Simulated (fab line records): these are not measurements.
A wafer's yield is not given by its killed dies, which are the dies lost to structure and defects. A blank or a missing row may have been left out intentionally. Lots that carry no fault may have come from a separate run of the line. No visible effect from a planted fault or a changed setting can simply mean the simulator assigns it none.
fab line records    flow nand_harc
[record] lots = 6  wafers = 18  last_day = 33
route steps=1302 shown A_STAIRCASE@853 END@1302
lots that met no fault: taken from a fault-free run of the same line
start_h: hours from the record's opening day to when the first of the lot's shown wafers began    wait_h: how many hours have passed since the lot's step before this one    " the same as in the row above    L1.1+2: a single row standing in for several wafers    - either no value or no given start    * or withheld: withheld    < > ~ a bound
route shown NAME@n: a module of which the file shows steps, and the number in the route of the first    usual: average and standard deviation across the fault-free wafers    same: alike in all rows    chamber/n: place in a boat    sites: per-site readings    _std_site: standard deviation across them    _edge_site: inner sites' mean taken away from outer sites' mean    radius_mm: for every site, how far away it sits from the centre of the wafer    mask NAME#n: copy n    behind: the tool/chamber that last shaped the wafer    hold: cause of the lot's hold/its duration in hours/its outcome    device: the n, p or np transistor that did not switch    end of line: the same wafers' tests at the end of the route    for a step that has no rows: nothing shown but its recipe    killed: dies lost to structure and defects at the first sort, not the wafer's yield    map: shows each die of a wafer: x if killed, . if not, _ if none is there
set.NAME: setting as actually run; set.NAME@STEP: the setting as run at that earlier step    model.NAME: the simulator's own value behind a step, which no gauge read
a table for each step, a row for each wafer; lots at some steps of the route
services: a tool's chamber out of use, with start hour (start_h, from the record's first day; less than 0 if before it), hours out, and reason
[[steps]]
[step NHARC_A_STAIRCASE_DEP_322]
[recipe] target_thk_a = 72000  temp_c = 400  target_thk_nm = 7200  teos_flow_sccm = 200  rf_w = 500  material = SiO2
[usual] heater_power_w = 638/83
lot.wafer  tool      chamber  start_h  wait_h  heater_power_w
L286.2     pecvd-04  0        428.57   0.1     720
L286.5     "         0        "        "       643
L286.6     "         1        "        "       523
L289.1     pecvd-03  2        457.52   0.9     768
L289.2     "         1        "        "       853
L289.5     "         1        "        "       700
L291.3     pecvd-02  0        474.15   0.2     762
L291.4     "         2        "        "       505
L291.6     "         0        "        "       606
L295.1     pecvd-02  0        512.68   0.1     697
L295.2     "         1        "        "       630
L295.4     "         1        "        "       586
L300.3     pecvd-03  0        568.17   0.3     656
L300.5     "         1        "        "       694
L300.6     "         2        "        "       627
L306.2     pecvd-02  2        620.93   0.1     591
L306.4     "         2        "        "       496
L306.6     "         0        "        "       596
[step NHARC_A_STAIRCASE_ANNEAL_323]
[recipe] temp_c = 750  time_s = 1800
[step NHARC_A_STAIRCASE_DEP_325]
[recipe] target_thk_a = 72000  temp_c = 400  target_thk_nm = 7200  teos_flow_sccm = 200  rf_w = 500  material = SiO2
[usual] heater_power_w = 648/82
lot.wafer  tool      chamber  start_h  wait_h  heater_power_w
L286.2     pecvd-03  2        438.73   0.3     732
L286.6     "         0        "        "       589
L286.5     "         1        "        "       673
L289.2     pecvd-02  1        464.26   0.1     587
L289.1     "         0        "        "       694
L289.5     "         2        "        "       512
L291.3     pecvd-03  0        483.69   0.3     683
L291.4     "         1        "        "       714
L291.6     "         0        "        "       578
L295.2     pecvd-03  2        520.08   0.2     722
L295.1     "         0        "        "       717
L295.4     "         2        "        "       647
L300.3     pecvd-03  1        575.22   0.1     747
L300.5     "         1        "        "       677
L300.6     "         0        "        "       610
L306.2     pecvd-02  2        626.35   0.2     594
L306.4     "         2        "        "       501
L306.6     "         0        "        "       574
[step NHARC_A_STAIRCASE_ANNEAL_326]
[recipe] temp_c = 750  time_s = 1800
[step NHARC_A_STAIRCASE_DEHYDRATE_433]
[recipe] temp_c = 150  time_s = 120
[step NHARC_A_STAIRCASE_HMDS_434]
[recipe] time_s = 30
[step NHARC_A_STAIRCASE_COAT_435]
[recipe] spin_rpm = 1200
[step NHARC_A_STAIRCASE_SOFTBAKE_436]
[recipe] temp_c = 135  time_s = 170
[step NHARC_A_STAIRCASE_EBR_437]
[step NHARC_A_STAIRCASE_EXPOSE_438]
[recipe] na = 0.5  dose_mj = 28.97  mask_id = STAIR_REV
lot.wafer   tool            chamber  start_h  wait_h  mask         model.A_STAIRCASE.overlay_x_nm
L286.2+5+6  krf_scanner-03  0        446.15   -       STAIR_REV#0  5.012
L289.1+2+5  krf_scanner-03  0        472.24   -       STAIR_REV#0  3.559
L291.3+4+6  krf_scanner-03  0        494.89   -       STAIR_REV#0  51.04
L295.1+2+4  krf_scanner-03  0        529.95   -       STAIR_REV#0  62.09
L300.3+5+6  krf_scanner-01  0        583.40   -       STAIR_REV#0  -0.8847
L306.2+4+6  krf_scanner-01  0        635.29   -       STAIR_REV#0  -4.002
[step NHARC_A_STAIRCASE_PEB_439]
[recipe] peb_temp_c = 115  peb_time_s = 130
[step NHARC_END_SORT_01]
[recipe] temp_c = 25
[usual] killed_at_array = 58/20  killed_at_other = 1.0/1.2  killed_at_periphery = 4.1/3  killed_dies = 63/20  killed_open = 3.2/1.7  killed_short = 2.5/1.5
[same] gross_dies = 677
lot.wafer  tool       chamber  start_h  wait_h  killed_at_array  killed_at_other  killed_at_periphery  killed_dies  killed_open  killed_short
L291.3     prober-02  0        623.15   3.1     39               2                1                    42           2            1
L291.4     prober-02  0        623.94   3.4     69               1                2                    72           7            1
L291.6     prober-02  0        625.52   4.0     76               2                0                    78           3            5
// killed by level:class
L291.3 A_CHANNEL_HOLE_D1:chamber_film_flake=16 A_CHANNEL_HOLE_D2:chamber_film_flake=11 A_CHANNEL_FILL_D1:chamber_film_flake=2 A_SLIT:chamber_film_flake=2 A_CONTACT:chamber_film_flake=2 A_M0:chamber_film_flake=2 THIN_TSV:chamber_film_flake=2 P_GATE:geometric_particle:open=1
L291.4 A_CHANNEL_HOLE_D1:chamber_film_flake=29 A_CHANNEL_HOLE_D2:chamber_film_flake=20 A_M0:chamber_film_flake=5 A_STAIRCASE:chamber_film_flake=3 A_CHANNEL_FILL_D1:geometric_particle:open=2 A_CONTACT:chamber_film_flake=2 P_GATE:geometric_particle:open=1 P_M1:geometric_particle:open=1
L291.6 A_CHANNEL_HOLE_D1:chamber_film_flake=36 A_CHANNEL_HOLE_D2:chamber_film_flake=16 A_CONTACT:chamber_film_flake=4 A_WL_FILL:chamber_film_flake=3 A_M0:chamber_film_flake=3 A_CHANNEL_FILL_D2:geometric_particle:short=2 A_CHANNEL_FILL_D1:chamber_film_flake=2 A_CHANNEL_FILL_D1:geometric_particle:short=1
[[services]]
tool            chamber  start_h  hours  kind
pecvd-02        -        410.34   13.0   pm
pecvd-02        0        410.34   13.0   vent_cycle
pecvd-02        1        410.34   13.0   vent_cycle
pecvd-02        2        410.34   13.0   vent_cycle
pecvd-02        0        423.34   -      clean
pecvd-02        1        423.34   -      clean
krf_scanner-03  -        433.70   0.3    repair
pecvd-04        -        450.00   13.0   pm
pecvd-02        -        455.98   2.1    repair
krf_scanner-01  -        462.66   3.2    repair
krf_scanner-01  -        484.00   4.0    pm
krf_scanner-01  -        518.39   0.3    repair
pecvd-03        -        547.16   13.0   pm
pecvd-03        0        547.16   13.0   vent_cycle
pecvd-03        1        547.16   13.0   vent_cycle
pecvd-03        2        547.16   13.0   vent_cycle
pecvd-03        0        560.16   -      clean
pecvd-03        1        560.16   -      clean
pecvd-03        2        560.16   -      clean
krf_scanner-03  -        568.00   4.0    pm
pecvd-02        -        591.61   13.0   pm
krf_scanner-03  -        611.77   0.9    repair
pecvd-04        -        631.00   13.0   pm
pecvd-02        2        634.22   9.0    repair
[[key]]
first_sign none at tools or gauges
[model_effect] step = NHARC_A_STAIRCASE_EXPOSE_438  value = A_STAIRCASE.overlay_x_nm  without = -1.113  struck = 56.57
met_at NHARC_A_STAIRCASE_EXPOSE_438
struck_wafers L291.3,L291.4,L291.6,L295.1,L295.2,L295.4
tester_left_out L291,L295
onset_between 472.24 494.89
[fault] kind = scanner_matching_overlay  tool = krf_scanner-03  chamber = -  onset_h = 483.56  steps = NHARC_A_STAIRCASE_EXPOSE_438  offset = 57.681
// tester_left_out: of these lots the tester's yield and bins aren't shown, on N5 and GAA mostly nor the transistor test; their killed dies are dies lost to structure and defects alone, not to doping, threshold or leakage, so they don't give the yield
